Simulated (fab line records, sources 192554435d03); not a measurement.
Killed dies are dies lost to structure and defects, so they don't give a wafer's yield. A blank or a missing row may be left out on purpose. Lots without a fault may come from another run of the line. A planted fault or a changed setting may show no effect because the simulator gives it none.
Chamber matching | flow n5_finfet | N5_MOL_CONTACT_COAG_ETCHBACK_135 on rie_diel-01: 4 sister chambers
The step etches SiO2 in CHF3, target depth 25 nm, time 16.7 s. 14 wafers are shown with their chamber, then 7 later ones without.

WAFERS WITH THEIR CHAMBER
wafer  | chamber | throttle_valve_pct (%) | showerhead_plenum_p_Torr (Torr) | drypump_motor_current_A (A)
L135.1 | 1       | 18.82                  | 2.47                            | 5.47
L135.2 | 2       | 19.06                  | 2.45                            | 5.68
L135.4 | 3       | 18.39                  | 2.35                            | 5.49
L142.1 | 0       | 18.30                  | 2.51                            | 5.77
L142.3 | 1       | 18.86                  | 2.47                            | 5.49
L142.5 | 0       | 18.31                  | 2.51                            | 5.74
L143.2 | 1       | 18.86                  | 2.46                            | 5.48
L143.4 | 0       | 18.32                  | 2.51                            | 5.74
L143.6 | 2       | 19.09                  | 2.45                            | 5.68
L150.2 | 1       | 18.87                  | 2.46                            | 5.48
L150.4 | 2       | 19.11                  | 2.44                            | 5.66
L150.5 | 2       | 19.10                  | 2.44                            | 5.66
L134.2 | 0       | 18.32                  | 2.50                            | 5.74
L134.3 | 1       | 18.89                  | 2.46                            | 5.49

SIGNATURES (means of the wafers above)
reading                  | chamber 0 | chamber 1 | chamber 2 | chamber 3 | scatter within a chamber
throttle_valve_pct       | 18.3125   | 18.8600   | 19.0900   | 18.3900   | 0.0207
showerhead_plenum_p_Torr | 2.5075    | 2.4640    | 2.4450    | 2.3500    | 0.00543
drypump_motor_current_A  | 5.7475    | 5.4820    | 5.6700    | 5.4900    | 0.0116
Rule: a wafer's distance from a chamber is the root of the sum, over the readings, of the square of ((its reading less the chamber's mean) divided by the reading's scatter). The wafer belongs to the nearest chamber; if the next one is less than 2 further off, it can't be placed. The scatter: the root of (the sum of the squares of (reading less its chamber's mean) over the shown wafers, divided by (wafers less chambers)).

WAFERS WITHOUT THEIR CHAMBER
wafer  | throttle_valve_pct (%) | showerhead_plenum_p_Torr (Torr) | drypump_motor_current_A (A)
L134.5 | 18.89                  | 2.46                            | 5.48
L152.4 | 18.43                  | 2.33                            | 5.51
L152.5 | 18.35                  | 2.50                            | 5.72
L152.6 | 18.88                  | 2.46                            | 5.46
L153.1 | 18.88                  | 2.46                            | 5.47
L153.3 | 18.44                  | 2.33                            | 5.49
L153.6 | 19.11                  | 2.44                            | 5.64

WHICH CHAMBER EACH WENT THROUGH
wafer  | from the rows above | in truth
L134.5 | 1                   | 1
L152.4 | 3                   | 3
L152.5 | 0                   | 0
L152.6 | 1                   | 1
L153.1 | 1                   | 1
L153.3 | 3                   | 3
L153.6 | 2                   | 2
Placed correctly: 7 of 7. Can't be placed from these rows: 0. Placed wrongly: 0.
